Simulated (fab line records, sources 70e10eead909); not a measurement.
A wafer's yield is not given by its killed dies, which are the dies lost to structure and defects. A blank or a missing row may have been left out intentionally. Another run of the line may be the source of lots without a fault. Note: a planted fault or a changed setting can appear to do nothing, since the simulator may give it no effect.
What tool caused it?	flow nand_harc	Sampling: 11 lots, 33 wafers, 4 of 1302 route steps

WHAT EACH GAUGE READ, for each wafer
NHARC_A_CHANNEL_HOLE_D1_INSPECT_12.
lot	measured	on	raw_defect_count
L301	day 8 21:44	defect_inspect-02	3 1 3
L306	day 10 07:02	defect_inspect-02	1 4 4
L308	day 11 05:05	defect_inspect-01	8 5 5
L311	day 12 18:46	defect_inspect-01	887 918 919
L313	day 13 13:31	defect_inspect-02	904 885 914
L318	day 15 15:16	defect_inspect-02	2 3 7
L320	day 16 02:10	defect_inspect-02	8 1 2
L321	day 16 19:56	defect_inspect-02	6 7 5
L322	day 17 04:22	defect_inspect-02	5 7 4
L323	day 17 12:40	defect_inspect-02	3 4 3
L324	day 18 05:44	defect_inspect-01	4 5 4

EACH LOT AND THE TOOL THAT RAN IT (in order: tool; ch and the chambers of the sampled wafers; start)
lot	NHARC_A_ZERO_WELL_DESCUM_12	NHARC_A_CHANNEL_HOLE_D1_DEP_00	NHARC_A_CHANNEL_HOLE_D1_DEP_01
L301	rie_diel-10 ch 0,2,3, day 7 01:21	acl_dep-03 ch 0, day 8 18:59	pecvd-01 ch 0,1,2, day 8 20:56
L306	rie_diel-10 ch 2,3, day 8 17:54	acl_dep-03 ch 0, day 10 04:16	pecvd-01 ch 0,1,2, day 10 06:13
L308	rie_diel-10 ch 1,2, day 9 11:22	acl_dep-03 ch 0, day 11 02:19	pecvd-01 ch 0,2, day 11 04:14
L311	rie_diel-04 ch 1,2, day 11 01:01	acl_dep-03 ch 0, day 12 16:32	pecvd-01 ch 0,1, day 12 17:58
L313	rie_diel-10 ch 0,2, day 11 21:53	acl_dep-01 ch 0, day 13 11:02	pecvd-01 ch 0,1, day 13 12:40
L318	rie_diel-13 ch 0,1,3, day 13 21:15	acl_dep-02 ch 0, day 15 12:44	pecvd-02 ch 0,1, day 15 14:22
L320	rie_diel-04 ch 0,1,3, day 14 12:17	acl_dep-01 ch 0, day 15 23:43	pecvd-02 ch 1,2, day 16 01:19
L321	rie_diel-04 ch 0,2,3, day 15 02:38	acl_dep-02 ch 0, day 16 17:06	pecvd-01 ch 0,1, day 16 19:05
L322	rie_diel-10 ch 0,1,2, day 15 13:46	acl_dep-01 ch 0, day 17 01:43	pecvd-04 ch 0,1, day 17 03:40
L323	rie_diel-10 ch 0,1,2, day 15 17:56	acl_dep-02 ch 0, day 17 09:50	pecvd-02 ch 1,2, day 17 11:49
L324	rie_diel-10 ch 0,1,2, day 16 09:50	acl_dep-01 ch 0, day 18 03:24	pecvd-01 ch 1,2, day 18 05:00
- NHARC_A_ZERO_WELL_DESCUM_12: chemistry O2, time 3 s.
- NHARC_A_CHANNEL_HOLE_D1_DEP_00: deposits aC, target thk 3100 nm.
- NHARC_A_CHANNEL_HOLE_D1_DEP_01: deposits SiON, target thk 140 nm.

THE ANSWER, worked out from the rows above alone
Rule: usual is defined by the lots themselves. Put in order of their means at a reading, lots are off if they are a third of the lots or fewer, leave a main group of 4 or more, and stand apart from it by a gap of 3 or more times the standard deviation of the main group's means; of several such gaps the widest counts. A main group whose means are all the same, to the digits that the tables above print for the reading, isn't used. Also off: a lot with no number at a reading for which 4 or more lots have one. Where the step has rows for the other lots, those lots are counted as sound.
Off: L311, L313 (NHARC_A_CHANNEL_HOLE_D1_INSPECT_12, raw_defect_count). The main group: mean 4.2, standard deviation 1.2.
If a tool, at a process step before that reading, ran all the lots that are off and no sound lot after the first of them, it fits. Those tools and the gauges at NHARC_A_CHANNEL_HOLE_D1_INSPECT_12 are tried in the same way. None of those tried fits.

WHAT WAS PUT IN BY THE SIMULATOR
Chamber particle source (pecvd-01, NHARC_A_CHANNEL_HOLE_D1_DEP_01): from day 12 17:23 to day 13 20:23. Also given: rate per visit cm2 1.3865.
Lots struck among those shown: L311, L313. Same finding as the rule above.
